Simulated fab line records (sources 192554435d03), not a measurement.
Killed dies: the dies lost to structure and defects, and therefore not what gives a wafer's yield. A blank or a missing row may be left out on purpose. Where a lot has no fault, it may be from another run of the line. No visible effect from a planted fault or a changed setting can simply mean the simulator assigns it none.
Chamber matching :: flow n5_finfet :: N5_BEOL_M12_VIA_ETCH_16 on rie_diel-01: 4 sister chambers
The step etches SiOC in C4F8/O2/Ar, target depth 724.8 nm. 8 wafers are shown with their chamber, then 11 later ones without.

WAFERS PAIRED WITH THEIR CHAMBERS
wafer: L082.1
chamber: 1
drypump_motor_current_A (A): 5.5
throttle_valve_pct (%): 24.38

wafer: L082.3
chamber: 3
drypump_motor_current_A (A): 6.4
throttle_valve_pct (%): 24.09

wafer: L083.1
chamber: 2
drypump_motor_current_A (A): 5.8
throttle_valve_pct (%): 23.82

wafer: L083.6
chamber: 0
drypump_motor_current_A (A): 5.2
throttle_valve_pct (%): 24.10

wafer: L084.1
chamber: 2
drypump_motor_current_A (A): 5.8
throttle_valve_pct (%): 23.84

wafer: L084.3
chamber: 3
drypump_motor_current_A (A): 6.4
throttle_valve_pct (%): 24.10

wafer: L084.4
chamber: 1
drypump_motor_current_A (A): 5.6
throttle_valve_pct (%): 24.39

wafer: L086.1
chamber: 0
drypump_motor_current_A (A): 5.2
throttle_valve_pct (%): 24.12

WAFERS WHOSE CHAMBER IS MISSING
wafer: L086.2
drypump_motor_current_A (A): 5.7
throttle_valve_pct (%): 23.85

wafer: L086.6
drypump_motor_current_A (A): 5.8
throttle_valve_pct (%): 23.84

wafer: L085.3
drypump_motor_current_A (A): 5.8
throttle_valve_pct (%): 23.83

wafer: L085.4
drypump_motor_current_A (A): 5.2
throttle_valve_pct (%): 24.11

wafer: L085.6
drypump_motor_current_A (A): 6.4
throttle_valve_pct (%): 24.11

wafer: L092.1
drypump_motor_current_A (A): 5.5
throttle_valve_pct (%): 24.41

wafer: L092.2
drypump_motor_current_A (A): 5.2
throttle_valve_pct (%): 24.13

wafer: L092.6
drypump_motor_current_A (A): 6.4
throttle_valve_pct (%): 24.14

wafer: L094.1
drypump_motor_current_A (A): 5.2
throttle_valve_pct (%): 24.14

wafer: L094.3
drypump_motor_current_A (A): 5.5
throttle_valve_pct (%): 24.40

wafer: L094.4
drypump_motor_current_A (A): 6.4
throttle_valve_pct (%): 24.13

CHAMBER TAKEN BY EACH
wafer: L086.2
from the rows above: 2
in truth: 2

wafer: L086.6
from the rows above: 2
in truth: 2

wafer: L085.3
from the rows above: 2
in truth: 2

wafer: L085.4
from the rows above: 0
in truth: 0

wafer: L085.6
from the rows above: 3
in truth: 3

wafer: L092.1
from the rows above: 1
in truth: 1

wafer: L092.2
from the rows above: 0
in truth: 0

wafer: L092.6
from the rows above: 3
in truth: 3

wafer: L094.1
from the rows above: 0
in truth: 0

wafer: L094.3
from the rows above: 1
in truth: 1

wafer: L094.4
from the rows above: 3
in truth: 3
11 of 11 placed correctly. Can't be placed from these rows: 0. 0 placed wrongly.
How it was worked out, from the rows above alone: a wafer's distance from a chamber is the root of the sum, over the readings, of the square of ((its reading less the chamber's mean) divided by the reading's scatter). The wafer belongs to the nearest chamber; if the next one is less than 2 further off, it can't be placed. For every chamber, the mean is computed from those of its wafers that are shown. The scatter: take each reading less its chamber's mean, square it, sum over the shown wafers, divide by the number of wafers less the number of chambers, and take the root.
